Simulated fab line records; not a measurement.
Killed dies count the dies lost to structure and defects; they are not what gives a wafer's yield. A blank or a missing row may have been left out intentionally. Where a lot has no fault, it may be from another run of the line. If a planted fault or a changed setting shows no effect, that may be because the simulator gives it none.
fab line records	flow nand-harc
[record] lots = 7	wafers = 21	last-day = 32
route steps=1302 shown A_STAIRCASE@820 END@1302
lots that met no fault: from a run of the same line without faults
start-h: hours from the record's first day to the start of the lot's first wafer shown	wait-h: how many hours have passed since the lot's step before this one	" identical to the entry in the row above	L1.1+2: a row that stands for several wafers	- value missing, or start not given	* or withheld: withheld	< > ~ a bound
route shown NAME@n: a module of which the file shows steps, and the number in the route of the first	usual: the fault-free wafers' mean and standard deviation	same: alike in all rows	chamber/n: place in a boat	sites: per-site readings	_std_site: the values' standard deviation	_edge_site: mean of outer sites minus mean of inner sites	radius-mm: for every site, how far away it sits from the centre of the wafer	mask NAME#n: copy n	behind: the tool/chamber that last shaped the wafer	hold: reason for holding the lot/hours on hold/outcome of the hold	device: the transistor (n, p or np) that didn't switch	end of line: tests of these same wafers at the route's end	a step with no rows: only its recipe	killed: not the wafer's yield, but the dies lost to structure and defects at the first sort	map: a wafer's dies, marking killed ones x, the rest . and places with no die _
set.NAME: the setting the step ran with; set.NAME@STEP: the setting that earlier step ran with	model.NAME: the simulator's own value behind a step, which no gauge read
lots seen at some steps along the route; tables by step, rows by wafer
services: when a tool's chamber went out of use (start-h, in hours from the record's first day, below 0 if earlier), for how many hours, and the reason
[[steps]]
[step NHARC_A_STAIRCASE_DEHYDRATE_302]
[recipe] temp-c = 150	time-s = 120
[step NHARC_A_STAIRCASE_HMDS_303]
[recipe] time-s = 30
[step NHARC_A_STAIRCASE_COAT_304]
[recipe] spin-rpm = 1200
[step NHARC_A_STAIRCASE_SOFTBAKE_305]
[recipe] temp-c = 135	time-s = 170
[step NHARC_A_STAIRCASE_EBR_306]
[step NHARC_A_STAIRCASE_EXPOSE_307]
[recipe] na = 0.5	dose-mj = 45.72	mask-id = CHOP_50
[step NHARC_A_STAIRCASE_PEB_308]
[recipe] peb-temp-c = 115	peb-time-s = 130
[step NHARC_A_STAIRCASE_DEVELOP_309]
[recipe] time-s = 140
[step NHARC_A_STAIRCASE_HARDBAKE_311]
[recipe] temp-c = 120	time-s = 140
[step NHARC_A_STAIRCASE_DESCUM_312]
[recipe] time-s = 3	o2-flow-sccm = 200	ar-flow-sccm = 0	bias-power-w = 0	chemistry = O2
[usual] drypump-motor-current-A = 5.8/0.41	o2-flow-sccm = 200.0/0.58	oes-product-au = 1.002/0.01	rf-vpp-V = 57.7/0.94	showerhead-plenum-p-Torr = 1.92/0.082	throttle-valve-pct = 11.310/0.0092
lot.wafer	tool	chamber	start-h	wait-h	drypump-motor-current-A	o2-flow-sccm	oes-product-au	rf-hours-counter-h	rf-vpp-V	showerhead-plenum-p-Torr	throttle-valve-pct
L881.1	rie-diel-13	2	418.74	-	5.9	200.3	1.020	24	58.0	1.92	11.308
L881.5	"	2	"	"	5.9	198.9	1.020	-	59.5	1.92	11.301
L881.6	"	3	"	"	6.6	200.1	0.997	-	57.5	1.79	11.302
L887.2	rie-diel-08	0	502.87	-	5.5	199.6	0.996	38	59.1	1.92	11.322
L887.4	"	2	"	"	5.4	201.1	1.002	32	59.0	1.91	11.305
L887.6	"	0	"	"	5.6	199.7	0.996	-	58.7	1.92	11.319
L888.1	rie-diel-13	2	505.14	-	5.9	199.4	1.011	50	58.7	1.91	11.309
L888.3	"	2	"	"	5.9	198.6	1.006	-	59.1	1.91	11.327
L888.6	"	2	"	"	5.9	199.1	1.015	-	57.7	1.91	11.324
L890.4	rie-diel-08	1	528.04	-	5.9	199.1	1.002	46	56.5	1.88	11.300
L890.2	"	0	"	"	5.5	200.5	1.006	45	58.7	1.92	11.300
L890.6	"	1	"	"	5.9	198.9	1.006	-	57.7	1.88	11.311
L894.1	rie-diel-13	2	547.91	-	5.9	200.4	1.020	10	57.7	1.91	11.306
L894.6	"	0	"	"	5.9	198.7	1.006	-	56.0	1.83	11.325
L894.5	"	1	"	"	5.5	200.6	0.999	-	59.5	2.06	11.311
L893.2	rie-diel-13	3	547.96	-	6.5	200.4	0.998	10	57.4	1.78	11.299
L893.3	"	0	"	"	5.9	200.5	1.004	7	57.0	1.83	11.309
L893.6	"	1	"	"	5.5	199.7	0.996	-	57.9	2.06	11.301
L895.1	rie-diel-04	1	580.23	-	4.8	199.5	0.990	13	59.5	2.00	11.333
L895.3	"	2	"	"	6.0	199.1	1.011	15	58.2	2.06	11.318
L895.2	"	3	"	"	6.4	199.0	1.009	16	56.6	1.84	11.319
[step NHARC_A_STAIRCASE_ETCH_313]
[recipe] cf4-flow-sccm = 100	chf3-flow-sccm = 30	ar-flow-sccm = 0	rf-w = 500	bias-w = 200	chemistry = CF4/CHF3
[usual] cf4-flow-sccm = 100.0/0.31	drypump-motor-current-A = 5.8/0.42	oes-product-au = 0.931/0.017	rf-vpp-V = 370.7/2.4	showerhead-plenum-p-Torr = 1.57/0.064	throttle-valve-pct = 16.802/0.0089
lot.wafer	tool	chamber	start-h	wait-h	cf4-flow-sccm	drypump-motor-current-A	oes-product-au	rf-hours-counter-h	rf-vpp-V	showerhead-plenum-p-Torr	throttle-valve-pct
L881.1	rie-diel-13	3	418.83	0.1	100.6	6.6	0.961	24	367.4	1.48	16.812
L881.6	"	3	"	"	100.4	6.5	0.965	-	367.4	1.48	16.779
L881.5	"	0	"	"	100.4	5.9	0.970	-	369.0	1.52	16.791
L887.2	rie-diel-08	3	502.97	0.1	100.5	5.5	0.922	43	368.4	1.50	16.801
L887.4	"	0	"	"	99.0	5.5	0.940	38	370.4	1.58	16.805
L887.6	"	2	"	"	100.0	5.4	0.928	-	369.8	1.57	16.790
L888.1	rie-diel-13	2	505.28	0.1	100.3	5.9	0.930	50	370.2	1.57	16.806
L888.3	"	0	"	"	99.9	5.9	0.914	52	369.5	1.51	16.806
L888.6	"	0	"	"	99.8	5.9	0.923	-	369.2	1.51	16.818
L890.4	rie-diel-08	2	528.14	0.1	99.6	5.4	0.920	40	371.4	1.57	16.806
L890.2	"	3	"	"	100.0	5.5	0.915	51	369.3	1.50	16.797
L890.6	"	0	"	"	99.7	5.5	0.919	-	369.1	1.58	16.786
L894.1	rie-diel-13	2	548.08	0.2	100.1	5.9	0.942	10	368.5	1.57	16.781
L894.5	"	3	"	"	99.7	6.5	0.924	-	365.6	1.47	16.810
L894.6	"	0	"	"	100.2	5.9	0.938	-	368.7	1.51	16.808
L893.2	rie-diel-13	3	548.12	0.2	100.1	6.5	0.913	10	367.6	1.47	16.819
L893.3	"	0	"	"	100.3	5.9	0.926	7	367.3	1.51	16.817
L893.6	"	1	"	"	100.2	5.5	0.924	-	375.1	1.68	16.789
L895.3	rie-diel-04	3	580.32	0.1	99.5	6.4	0.933	16	368.7	1.52	16.800
L895.2	"	0	"	"	99.8	6.1	0.913	13	370.6	1.61	16.814
L895.1	"	1	"	"	100.4	4.8	0.921	13	372.3	1.64	16.819
[step NHARC_A_STAIRCASE_HM_OPEN_463]
[recipe] o2-flow-sccm = 400	cos-flow-sccm = 20	ar-flow-sccm = 0	rf-w = 500	bias-w = 300	chemistry = O2/COS
[usual] bias-w = 300.0/0.91	chamber-pressure-mTorr = 20.000/0.018	drypump-motor-current-A = 5.8/0.43	o2-flow-sccm = 400.1/1.2	oes-product-au = 1.002/0.011	rf-vpp-V = 467.1/2.7	showerhead-plenum-p-Torr = 3.12/0.13	throttle-valve-pct = 28.329/0.0094
lot.wafer	tool	chamber	start-h	wait-h	bias-w	chamber-pressure-mTorr	drypump-motor-current-A	o2-flow-sccm	oes-product-au	rf-hours-counter-h	rf-vpp-V	showerhead-plenum-p-Torr	throttle-valve-pct
L881.1	rie-diel-13	3	418.95	-	299.1	20.004	6.6	401.7	0.995	24	463.7	2.93	28.330
L881.5	"	3	"	"	298.9	20.001	6.6	401.9	0.992	-	463.5	2.93	28.359
L881.6	"	0	"	"	300.4	20.020	5.9	399.9	0.995	-	464.8	3.02	28.333
L887.2	rie-diel-08	2	503.10	-	-	-	-	-	-	-	-	-	-
L887.4	"	3	"	"	-	-	-	-	-	-	-	-	-
L887.6	"	1	"	"	-	-	-	-	-	-	-	-	-
L888.1	rie-diel-13	3	505.55	-	-	-	-	-	-	-	-	-	-
L888.3	"	2	"	"	-	-	-	-	-	-	-	-	-
L888.6	"	3	"	"	-	-	-	-	-	-	-	-	-
L890.4	rie-diel-08	2	528.29	-	-	-	-	-	-	-	-	-	-
L890.2	"	3	"	"	-	-	-	-	-	-	-	-	-
L890.6	"	1	"	"	-	-	-	-	-	-	-	-	-
L894.1	rie-diel-13	0	548.27	-	299.6	20.005	5.9	400.9	0.998	7	463.9	3.00	28.342
L894.5	"	2	"	"	299.9	19.991	5.9	400.4	1.014	-	467.7	3.11	28.330
L894.6	"	3	"	"	300.3	20.016	6.6	399.6	1.000	-	462.6	2.91	28.333
L893.3	rie-diel-13	2	548.43	-	298.8	20.009	5.9	401.0	1.009	10	466.0	3.11	28.352
L893.2	"	3	"	"	300.6	20.025	6.6	400.3	1.005	10	463.0	2.91	28.316
L893.6	"	0	"	"	301.5	19.990	5.9	399.0	1.009	-	464.6	3.00	28.317
L895.3	rie-diel-04	0	580.42	-	299.3	19.986	6.1	400.4	0.986	13	469.6	3.20	28.336
L895.1	"	2	"	"	300.8	20.014	6.0	401.1	1.015	15	472.3	3.34	28.325
L895.2	"	3	"	"	298.6	19.998	6.4	400.0	1.008	16	464.9	3.01	28.326
[step NHARC_A_STAIRCASE_STRIP_464]
[recipe] o2-flow-sccm = 400	cos-flow-sccm = 20	ar-flow-sccm = 0	bias-w = 0	chemistry = O2/COS
[step NHARC_END_SORT_01]
[recipe] temp-c = 25
[usual] killed-at-array = 55/20	killed-at-other = 1.2/1.3	killed-at-periphery = 4.0/3	killed-dies = 60/21	killed-open = 3.2/1.9	killed-short = 2.5/1.6
[same] gross-dies = 677
lot.wafer	tool	chamber	start-h	wait-h	killed-at-array	killed-at-other	killed-at-periphery	killed-dies	killed-open	killed-short
L888.1	prober-02	0	673.68	2.5	669	1	7	677	5	6
L888.3	prober-02	0	675.28	3.1	670	1	6	677	0	1
L888.6	prober-02	0	677.67	4.0	670	2	5	677	6	2
L887.2	prober-02	0	685.50	2.8	671	2	4	677	2	2
L887.4	prober-02	0	687.11	3.4	676	1	0	677	4	3
L887.6	prober-02	0	688.72	4.0	672	1	4	677	2	1
L890.2	prober-02	0	702.30	2.8	671	0	6	677	2	2
L890.4	prober-02	0	703.91	3.4	670	2	5	677	2	2
L890.6	prober-02	0	705.51	4.0	672	1	4	677	5	3
L893.2	prober-01	0	724.50	2.8	64	0	7	71	3	2
L893.3	prober-01	0	725.29	3.1	25	0	2	27	1	1
L893.6	prober-01	0	727.68	4.0	42	0	0	42	1	2
// killed by level:class
L888.1 A_STAIRCASE:area-open=599 A_CHANNEL_HOLE_D1:chamber-film-flake=30 A_CHANNEL_HOLE_D2:chamber-film-flake=16 A_CHANNEL_FILL_D2:chamber-film-flake=7 P_STI:chamber-film-flake=4 A_STAIRCASE:chamber-film-flake=3 A_DECK1_JOINT:geometric-particle:open=2 A_CHANNEL_FILL_D2:geometric-particle:short=2
L888.3 A_STAIRCASE:area-open=607 A_CHANNEL_HOLE_D1:chamber-film-flake=34 A_CHANNEL_HOLE_D2:chamber-film-flake=16 P_STI:chamber-film-flake=6 A_CONTACT:chamber-film-flake=6 A_CHANNEL_FILL_D2:chamber-film-flake=2 A_STAIRCASE:chamber-film-flake=2 A_DECK1_JOINT:geometric-particle:short=1
L888.6 A_STAIRCASE:area-open=602 A_CHANNEL_HOLE_D1:chamber-film-flake=35 A_CHANNEL_HOLE_D2:chamber-film-flake=15 A_CHANNEL_FILL_D2:chamber-film-flake=4 A_CONTACT:chamber-film-flake=4 P_CONTACT:geometric-particle:open=2 A_ONON_D1:geometric-particle:short=2 A_ONON_D1:geometric-particle:open=2
L887.2 A_STAIRCASE:area-open=650 A_CHANNEL_HOLE_D1:chamber-film-flake=7 A_CONTACT:chamber-film-flake=5 A_STAIRCASE:chamber-film-flake=3 P_STI:chamber-film-flake=2 A_CHANNEL_HOLE_D2:chamber-film-flake=2 THIN_TSV:chamber-film-flake=2 P_M2:geometric-particle:open=1
L887.4 A_STAIRCASE:area-open=649 A_CHANNEL_HOLE_D1:chamber-film-flake=9 A_CHANNEL_HOLE_D2:chamber-film-flake=4 A_STAIRCASE:chamber-film-flake=3 A_CONTACT:chamber-film-flake=2 A_CHANNEL_FILL_D1:geometric-particle:open=1 A_DECK1_JOINT:geometric-particle:open=1 A_CHANNEL_FILL_D2:geometric-particle:short=1
L887.6 A_STAIRCASE:area-open=648 A_CHANNEL_HOLE_D1:chamber-film-flake=7 A_CHANNEL_HOLE_D2:chamber-film-flake=4 A_SLIT:chamber-film-flake=4 A_STAIRCASE:chamber-film-flake=3 A_CONTACT:chamber-film-flake=3 P_CONTACT:geometric-particle:open=1 A_WL_FILL:geometric-particle:short=1
L890.2 A_STAIRCASE:area-open=590 A_SLIT:chamber-film-flake=34 A_CHANNEL_HOLE_D1:chamber-film-flake=33 A_STAIRCASE:chamber-film-flake=6 P_GATE:chamber-film-flake=4 P_M1:chamber-film-flake=2 A_DECK1_JOINT:geometric-particle:short=1 A_WL_FILL:geometric-particle:short=1
L890.4 A_STAIRCASE:area-open=597 A_SLIT:chamber-film-flake=34 A_CHANNEL_HOLE_D1:chamber-film-flake=30 A_CHANNEL_FILL_D2:chamber-film-flake=3 P_GATE:chamber-film-flake=2 THIN_TSV:chamber-film-flake=2 P_GATE:geometric-particle:open=1 A_CHANNEL_FILL_D1:geometric-particle:short=1
L890.6 A_STAIRCASE:area-open=595 A_SLIT:chamber-film-flake=33 A_CHANNEL_HOLE_D1:chamber-film-flake=33 A_CONTACT:chamber-film-flake=4 P_GATE:geometric-particle:open=1 P_M0:geometric-particle:short=1 P_M0:geometric-particle:open=1 A_SOURCE_PLATE:geometric-particle:short=1
L893.2 A_CHANNEL_HOLE_D2:chamber-film-flake=26 A_CHANNEL_HOLE_D1:chamber-film-flake=10 A_SLIT:chamber-film-flake=7 A_ZERO_WELL:chamber-film-flake=5 A_WL_FILL:chamber-film-flake=4 P_STI:chamber-film-flake=3 A_CONTACT:chamber-film-flake=3 P_GATE:chamber-film-flake=2
L893.3 A_CHANNEL_HOLE_D2:chamber-film-flake=12 A_CHANNEL_HOLE_D1:chamber-film-flake=5 A_STAIRCASE:chamber-film-flake=3 P_STI:chamber-film-flake=2 A_CONTACT:chamber-film-flake=2 A_ONON_D1:geometric-particle:open=1 A_WL_FILL:geometric-particle:short=1 A_WL_FILL:chamber-film-flake=1
L893.6 A_CHANNEL_HOLE_D2:chamber-film-flake=16 A_CHANNEL_HOLE_D1:chamber-film-flake=8 A_SLIT:chamber-film-flake=7 A_CONTACT:chamber-film-flake=5 A_CHANNEL_FILL_D1:geometric-particle:short=1 A_DECK1_JOINT:geometric-particle:open=1 A_BLC:geometric-particle:short=1 A_CHANNEL_FILL_D1:chamber-film-flake=1
// map L887.2 (x killed, . not)
____________x____________
_________xxxxxxx_________
_______xxxxxxxxxxx_______
______xxxxxxxxxxxxx______
_____xxxxxxxxxxxxxxx_____
____xxxxxxxxxxxxxxxxx____
____xxxxxxxxxxxxxxxxx____
___xxxxxxxxxxxxxxxxxxx___
___xxxxxxxxxxxxxxxxxxx___
__xxxxxxxxxxxxxxxxxxxxx__
__xxxxxxxxxxxxxxxxxxxxx__
_xxxxxxxxxxxxxxxxxxxxxxx_
_xxxxxxxxxxxxxxxxxxxxxxx_
_xxxxxxxxxxxxxxxxxxxxxxx_
_xxxxxxxxxxxxxxxxxxxxxxx_
_xxxxxxxxxxxxxxxxxxxxxxx_
xxxxxxxxxxxxxxxxxxxxxxxxx
xxxxxxxxxxxxxxxxxxxxxxxxx
xxxxxxxxxxxxxxxxxxxxxxxxx
xxxxxxxxxxxxxxxxxxxxxxxxx
xxxxxxxxxxxxxxxxxxxxxxxxx
_xxxxxxxxxxxxxxxxxxxxxxx_
_xxxxxxxxxxxxxxxxxxxxxxx_
_xxxxxxxxxxxxxxxxxxxxxxx_
_xxxxxxxxxxxxxxxxxxxxxxx_
_xxxxxxxxxxxxxxxxxxxxxxx_
__xxxxxxxxxxxxxxxxxxxxx__
__xxxxxxxxxxxxxxxxxxxxx__
___xxxxxxxxxxxxxxxxxxx___
___xxxxxxxxxxxxxxxxxxx___
____xxxxxxxxxxxxxxxxx____
____xxxxxxxxxxxxxxxxx____
_____xxxxxxxxxxxxxxx_____
______xxxxxxxxxxxxx______
_______xxxxxxxxxxx_______
_________xxxxxxx_________
____________x____________
// map L888.1 (x killed, . not)
____________x____________
_________xxxxxxx_________
_______xxxxxxxxxxx_______
______xxxxxxxxxxxxx______
_____xxxxxxxxxxxxxxx_____
____xxxxxxxxxxxxxxxxx____
____xxxxxxxxxxxxxxxxx____
___xxxxxxxxxxxxxxxxxxx___
___xxxxxxxxxxxxxxxxxxx___
__xxxxxxxxxxxxxxxxxxxxx__
__xxxxxxxxxxxxxxxxxxxxx__
_xxxxxxxxxxxxxxxxxxxxxxx_
_xxxxxxxxxxxxxxxxxxxxxxx_
_xxxxxxxxxxxxxxxxxxxxxxx_
_xxxxxxxxxxxxxxxxxxxxxxx_
_xxxxxxxxxxxxxxxxxxxxxxx_
xxxxxxxxxxxxxxxxxxxxxxxxx
xxxxxxxxxxxxxxxxxxxxxxxxx
xxxxxxxxxxxxxxxxxxxxxxxxx
xxxxxxxxxxxxxxxxxxxxxxxxx
xxxxxxxxxxxxxxxxxxxxxxxxx
_xxxxxxxxxxxxxxxxxxxxxxx_
_xxxxxxxxxxxxxxxxxxxxxxx_
_xxxxxxxxxxxxxxxxxxxxxxx_
_xxxxxxxxxxxxxxxxxxxxxxx_
_xxxxxxxxxxxxxxxxxxxxxxx_
__xxxxxxxxxxxxxxxxxxxxx__
__xxxxxxxxxxxxxxxxxxxxx__
___xxxxxxxxxxxxxxxxxxx___
___xxxxxxxxxxxxxxxxxxx___
____xxxxxxxxxxxxxxxxx____
____xxxxxxxxxxxxxxxxx____
_____xxxxxxxxxxxxxxx_____
______xxxxxxxxxxxxx______
_______xxxxxxxxxxx_______
_________xxxxxxx_________
____________x____________
[[services]]
tool	chamber	start-h	hours	kind
rie-diel-04	1	398.20	6.0	repair
rie-diel-13	0	400.06	-	clean
rie-diel-13	1	400.06	-	clean
rie-diel-13	2	400.06	-	clean
rie-diel-13	3	400.06	-	clean
rie-diel-13	0	426.49	-	clean
rie-diel-13	1	426.49	-	clean
rie-diel-13	2	426.49	-	clean
rie-diel-13	3	426.49	-	clean
rie-diel-13	0	450.99	-	clean
rie-diel-13	1	450.99	-	clean
rie-diel-13	2	450.99	-	clean
rie-diel-13	3	450.99	-	clean
rie-diel-08	2	464.98	26.5	repair
rie-diel-13	0	475.49	-	clean
rie-diel-13	1	475.49	-	clean
rie-diel-13	2	475.49	-	clean
rie-diel-13	3	475.49	-	clean
rie-diel-13	0	500.01	-	clean
rie-diel-13	1	502.11	6.3	repair
rie-diel-13	3	503.17	2.0	repair
rie-diel-13	-	519.06	9.0	pm
rie-diel-04	-	533.45	9.0	pm
rie-diel-08	-	545.13	9.0	pm
[[key]]
[first-sign] step = NHARC_A_STAIRCASE_HM_OPEN_463	reading = tool-record	direction = missing
[effect] step = NHARC_END_SORT_01	reading = killed-at-array	direction = up	sigmas = 30	usual = 55	struck = 671
[more-kills-born-at] NHARC_A_STAIRCASE_HM_OPEN_463@rie-diel-08 = 3732	NHARC_A_STAIRCASE_HM_OPEN_463@rie-diel-13 = 1807
met-at NHARC_A_STAIRCASE_HM_OPEN_463
struck-wafers L887.2,L887.4,L887.6,L888.1,L888.3,L888.6,L890.2,L890.4,L890.6
later-rows-left-out L887.2,L887.4,L887.6,L888.1,L888.3,L888.6,L890.2,L890.4,L890.6
tester-left-out L887,L888,L890
onset-between 418.95 503.10
[fault] kind = skipped-step-whole	tool = rie-diel-08,rie-diel-13	chamber = -	onset-h = 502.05	steps = NHARC_A_STAIRCASE_HM_OPEN_463	scope = struck-lots-only
// tester-left-out: of these lots the tester's yield and bins aren't shown, on N5 and GAA mostly nor the transistor test; their killed dies are dies lost to structure and defects alone, not to doping, threshold or leakage, so they don't give the yield
// later-rows-left-out: the simulator's readings of these wafers behind a module that went badly wrong aren't trusted and aren't shown, but for the sort
